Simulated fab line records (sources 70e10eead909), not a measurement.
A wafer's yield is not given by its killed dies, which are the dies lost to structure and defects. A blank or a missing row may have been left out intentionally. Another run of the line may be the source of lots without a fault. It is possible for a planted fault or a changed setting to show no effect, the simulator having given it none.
Matching of chambers :: flow nand harc :: NHARC_A_STAIRCASE_DESCUM_291 on rie diel-12 has 4 sister chambers
The step chemistry O2, time 3 s. 8 wafers are shown with their chamber, then 8 later ones without.

== EACH WAFER AND ITS CHAMBER ==
wafer: L084.3
chamber: 1
showerhead plenum p Torr (Torr): 1.85
drypump motor current A (A): 6.0

wafer: L081.3
chamber: 2
showerhead plenum p Torr (Torr): 1.79
drypump motor current A (A): 6.2

wafer: L087.4
chamber: 1
showerhead plenum p Torr (Torr): 1.84
drypump motor current A (A): 6.0

wafer: L087.6
chamber: 3
showerhead plenum p Torr (Torr): 1.79
drypump motor current A (A): 6.0

wafer: L085.2
chamber: 0
showerhead plenum p Torr (Torr): 2.06
drypump motor current A (A): 5.1

wafer: L085.3
chamber: 3
showerhead plenum p Torr (Torr): 1.79
drypump motor current A (A): 6.0

wafer: L085.6
chamber: 0
showerhead plenum p Torr (Torr): 2.06
drypump motor current A (A): 5.2

wafer: L090.3
chamber: 2
showerhead plenum p Torr (Torr): 1.78
drypump motor current A (A): 6.2

== WAFERS WITH NO CHAMBER GIVEN ==
wafer: L090.5
showerhead plenum p Torr (Torr): 1.84
drypump motor current A (A): 6.1

wafer: L090.6
showerhead plenum p Torr (Torr): 2.06
drypump motor current A (A): 5.1

wafer: L092.3
showerhead plenum p Torr (Torr): 2.06
drypump motor current A (A): 5.1

wafer: L092.4
showerhead plenum p Torr (Torr): 1.78
drypump motor current A (A): 6.0

wafer: L092.6
showerhead plenum p Torr (Torr): 1.84
drypump motor current A (A): 6.0

wafer: L094.4
showerhead plenum p Torr (Torr): 2.06
drypump motor current A (A): 5.1

wafer: L094.5
showerhead plenum p Torr (Torr): 1.78
drypump motor current A (A): 6.0

wafer: L094.6
showerhead plenum p Torr (Torr): 1.78
drypump motor current A (A): 6.2

== WHICH CHAMBER EACH ONE RAN IN ==
wafer: L090.5
from the rows above: 1
in truth: 1

wafer: L090.6
from the rows above: 0
in truth: 0

wafer: L092.3
from the rows above: 0
in truth: 0

wafer: L092.4
from the rows above: 3
in truth: 3

wafer: L092.6
from the rows above: 1
in truth: 1

wafer: L094.4
from the rows above: 0
in truth: 0

wafer: L094.5
from the rows above: 3
in truth: 3

wafer: L094.6
from the rows above: 2
in truth: 2
Correctly placed: 8 of 8. Not placeable from these rows: 0. Placed wrongly: 0.
How it was worked out, from the rows above alone: a wafer's distance from a chamber is the root of the sum, over the readings, of the square of ((its reading less the chamber's mean) divided by the reading's scatter). The wafer belongs to the nearest chamber; if the next one is less than 2 further off, it can't be placed. Each chamber's mean is taken over the wafers shown for it. The scatter: the root of (the sum of the squares of (reading less its chamber's mean) over the shown wafers, divided by (wafers less chambers)).
